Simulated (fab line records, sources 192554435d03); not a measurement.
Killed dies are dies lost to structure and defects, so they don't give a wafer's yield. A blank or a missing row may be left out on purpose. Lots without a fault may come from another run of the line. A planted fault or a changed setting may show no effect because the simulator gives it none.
Which tool did it? | flow n5_finfet | 11 lots, 33 wafers sampled, at 4 steps of a route of 1938

WHAT THE GAUGES READ, wafer by wafer
N5_PASSIVATION_OVL_MEAS_66. Usual: PASS_OPEN_OVL -3 nm, standard deviation 4.4.
lot  | measured     | on         | PASS_OPEN_OVL (nm) | flag
L633 | day 11 22:40 | overlay-01 | 3 2 -6             |
L634 | day 12 17:17 | overlay-02 | -7 -6 -3           |
L635 | day 12 16:41 | overlay-02 | -1 1 -8            |
L636 | day 12 11:34 | overlay-01 | -5 -14 -12         |
L637 | day 12 14:13 | overlay-02 | -2 -3 5            |
L642 | day 14 02:49 | overlay-01 | -10 1 -1           |
L646 | day 15 06:09 | overlay-02 | -6 1 2             |
L648 | day 16 05:11 | overlay-02 | -5 -7 -1           |
L650 | day 16 09:04 | overlay-02 | -1 -5 -4           |
L653 | day 17 10:40 | overlay-02 | 3 -3 0             |
L656 | day 17 23:31 | overlay-01 | -3 -1 1            |

WHICH TOOL RAN EACH LOT (tool, then ch and the chambers of the sampled wafers, then the start)
lot  | N5_BEOL_M8_ETCH_41                 | N5_PASSIVATION_AL_DEP_21     | N5_PASSIVATION_AL_ETCH_33
L633 | rie_diel-02 ch 0,2,3, day 9 04:11  | pvd_sputter-01, day 11 19:56 | rie_metal-01 ch 0,1, day 11 20:54
L634 | rie_diel-01 ch 1,2,3, day 9 18:26  | pvd_sputter-02, day 12 14:56 | rie_metal-03 ch 0,1, day 12 15:42
L635 | rie_diel-01 ch 0,3, day 9 20:57    | pvd_sputter-02, day 12 14:00 | rie_metal-03 ch 0,1, day 12 15:05
L636 | rie_diel-01 ch 0,1,3, day 10 05:17 | pvd_sputter-01, day 12 09:02 | rie_metal-03 ch 0,1, day 12 09:48
L637 | rie_diel-01 ch 1,2,3, day 10 05:46 | pvd_sputter-01, day 12 11:38 | rie_metal-03 ch 1, day 12 12:34
L642 | rie_diel-02 ch 0,1, day 11 08:37   | pvd_sputter-01, day 14 00:19 | rie_metal-02 ch 0,1, day 14 01:05
L646 | rie_diel-02 ch 1,2,3, day 12 11:29 | pvd_sputter-02, day 15 03:44 | rie_metal-03 ch 0,1, day 15 04:31
L648 | rie_diel-01 ch 0,1, day 13 08:07   | pvd_sputter-03, day 16 02:01 | rie_metal-01 ch 1, day 16 03:06
L650 | rie_diel-01 ch 0,1,2, day 13 16:50 | pvd_sputter-02, day 16 06:33 | rie_metal-01 ch 0,1, day 16 07:28
L653 | rie_diel-02 ch 0,1,3, day 14 07:47 | pvd_sputter-01, day 17 08:17 | rie_metal-02 ch 0,1, day 17 08:56
L656 | rie_diel-01 ch 1,3, day 14 23:26   | pvd_sputter-01, day 17 21:12 | rie_metal-02 ch 0,1, day 17 22:02
- N5_BEOL_M8_ETCH_41: etches SiCN in CH3F/O2, target depth 31.9 nm, time 57.8 s.
- N5_PASSIVATION_AL_DEP_21: deposits Al, target thk 2800 nm, time 170 s.
- N5_PASSIVATION_AL_ETCH_33: etches Al in Cl2/BCl3, stops on TaN, target depth 2800 nm, time 466.7 s.

WHAT THE TOOLS THEMSELVES READ (means of the sampled wafers that have a number; where no wafer has one, the mark that the record gives instead)
N5_BEOL_M8_ETCH_41. Usual: drypump_motor_current_A 5.5 A, standard deviation 0.45; oes_product_au 0.79 a.u., standard deviation 0.079; rf_vpp_V 297.3 V, standard deviation 1.5; showerhead_plenum_p_Torr 2.00 Torr, standard deviation 0.064; throttle_valve_pct 16.44 %, standard deviation 0.27.
lot  | tool        | drypump_motor_current_A (A) | oes_product_au (a.u.) | rf_vpp_V (V) | showerhead_plenum_p_Torr (Torr) | throttle_valve_pct (%) | flag
L633 | rie_diel-02 | 5.2                         | 0.73                  | 297.0        | 1.97                            | 16.58                  |
L634 | rie_diel-01 | 6.0                         | 0.82                  | 298.8        | 2.05                            | 16.38                  |
L635 | rie_diel-01 | 6.1                         | 0.85                  | 298.4        | 2.08                            | 16.48                  |
L636 | rie_diel-01 | 6.1                         | 0.83                  | 297.1        | 2.02                            | 16.45                  |
L637 | rie_diel-01 | 6.0                         | 0.82                  | 298.0        | 2.05                            | 16.38                  |
L642 | rie_diel-02 | 5.5                         | 0.78                  | 296.6        | 1.98                            | 16.49                  |
L646 | rie_diel-02 | 5.1                         | 0.76                  | 296.1        | 1.95                            | 16.43                  |
L648 | rie_diel-01 | 6.0                         | 0.78                  | 296.6        | 1.95                            | 16.48                  |
L650 | rie_diel-01 | 5.9                         | 0.81                  | 297.7        | 2.02                            | 16.25                  |
L653 | rie_diel-02 | 5.3                         | 0.75                  | 296.4        | 1.97                            | 16.45                  |
L656 | rie_diel-01 | 6.2                         | 0.75                  | 297.3        | 2.02                            | 16.72                  |

N5_PASSIVATION_AL_DEP_21. Usual: substrate_temp_c 400.00 C, standard deviation 0.25; throttle_valve_pct 29.4 %, standard deviation 0.89.
lot  | tool           | substrate_temp_c (C) | throttle_valve_pct (%) | flag
L633 | pvd_sputter-01 | 400.04               | 29.3                   |
L634 | pvd_sputter-02 | 399.92               | 29.6                   |
L635 | pvd_sputter-02 | 399.85               | 29.4                   |
L636 | pvd_sputter-01 | 399.85               | 28.3                   |
L637 | pvd_sputter-01 | 400.12               | 29.4                   |
L642 | pvd_sputter-01 | 400.16               | 30.7                   |
L646 | pvd_sputter-02 | 400.13               | 29.3                   |
L648 | pvd_sputter-03 | 400.19               | 29.5                   |
L650 | pvd_sputter-02 | 400.15               | 29.1                   |
L653 | pvd_sputter-01 | 400.07               | 29.4                   |
L656 | pvd_sputter-01 | 399.81               | 30.8                   |

N5_PASSIVATION_AL_ETCH_33. Usual: bcl3_flow_sccm 59.99 sccm, standard deviation 0.17; drypump_motor_current_A 5.9 A, standard deviation 0.46; oes_product_au 0.70 a.u., standard deviation 0.073; throttle_valve_pct 34.34 %, standard deviation 0.12.
lot  | tool         | bcl3_flow_sccm (sccm) | drypump_motor_current_A (A) | oes_product_au (a.u.) | throttle_valve_pct (%) | flag
L633 | rie_metal-01 | 59.96                 | 5.9                         | 0.63                  | 34.38                  |
L634 | rie_metal-03 | 60.30                 | 5.6                         | 0.75                  | 34.36                  |
L635 | rie_metal-03 | 60.01                 | 5.9                         | 0.70                  | 34.31                  |
L636 | rie_metal-03 | 59.86                 | 5.6                         | 0.76                  | 34.33                  |
L637 | rie_metal-03 | 60.13                 | 5.3                         | 0.80                  | 34.36                  |
L642 | rie_metal-02 | 60.11                 | 6.6                         | 0.70                  | 34.34                  |
L646 | rie_metal-03 | 59.64                 | 5.9                         | 0.69                  | 34.31                  |
L648 | rie_metal-01 | 59.91                 | 5.6                         | 0.68                  | 34.35                  |
L650 | rie_metal-01 | 59.88                 | 5.7                         | 0.75                  | 34.38                  |
L653 | rie_metal-02 | 60.15                 | 6.5                         | 0.68                  | 34.19                  |
L656 | rie_metal-02 | 59.98                 | 6.6                         | 0.67                  | 34.38                  |

THE ANSWER, worked out from the rows above alone
Rule: a lot is off if the mean of its wafers that have a number lies more than 3 standard deviations from the usual mean. A lot without any number at a reading at which 4 lots or more have one is off too. The other lots that the step has rows for count as sound. The gauges are gone through in route order, then the tools' own readings, and for those a lot's mean is taken as printed above. The first step at which some lot is off is used, and at that step the reading that is off furthest; a lot without a number counts as furthest.
No lot is off at any reading shown: from this, nothing can be told.

WHAT THE SIMULATOR HAD PUT IN
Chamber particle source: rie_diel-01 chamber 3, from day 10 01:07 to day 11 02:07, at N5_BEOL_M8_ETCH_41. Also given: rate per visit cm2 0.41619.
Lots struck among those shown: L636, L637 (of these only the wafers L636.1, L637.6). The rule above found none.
